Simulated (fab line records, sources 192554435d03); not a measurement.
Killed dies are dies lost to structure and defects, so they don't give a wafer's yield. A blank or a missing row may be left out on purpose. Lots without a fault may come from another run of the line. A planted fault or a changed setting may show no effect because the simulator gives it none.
Chamber matching | flow n5_finfet | N5_BEOL_M4_PECVD_72 on pecvd-03: 3 sister chambers
The step deposits SiO2 from TEOS/O2, target thk 16 nm, time 18 s. 3 wafers are shown with their chamber, then 7 later ones without.

WAFERS WITH THEIR CHAMBER
wafer  | chamber | throttle_valve_pct (%)
L084.5 | 2       | 21.2
L088.1 | 1       | 21.3
L088.2 | 0       | 22.3

WAFERS WITHOUT THEIR CHAMBER
wafer  | throttle_valve_pct (%)
L088.4 | 22.6
L089.3 | 21.6
L089.4 | 20.8
L089.6 | 22.2
L092.1 | 22.4
L092.3 | 20.9
L092.5 | 21.0

WHICH CHAMBER EACH WENT THROUGH
wafer  | from the rows above          | in truth
L088.4 | 0                            | 0
L089.3 | can't be placed: 1 or 2 or 0 | 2
L089.4 | can't be placed: 2 or 1      | 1
L089.6 | 0                            | 0
L092.1 | 0                            | 0
L092.3 | can't be placed: 2 or 1      | 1
L092.5 | can't be placed: 2 or 1      | 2
Placed correctly: 3 of 7. Can't be placed from these rows: 4 (the true chamber is among the candidates in 4). Placed wrongly: 0.
How it was worked out, from the rows above alone: a wafer's distance from a chamber is the root of the sum, over the readings, of the square of ((its reading less the chamber's mean) divided by the reading's scatter). The wafer belongs to the nearest chamber; if the next one is less than 2 further off, it can't be placed. A chamber's mean is the mean of its shown wafers. The scatter: with one shown wafer a chamber, the root of the mean of the squares of how far each hidden wafer lies from its nearest shown one.
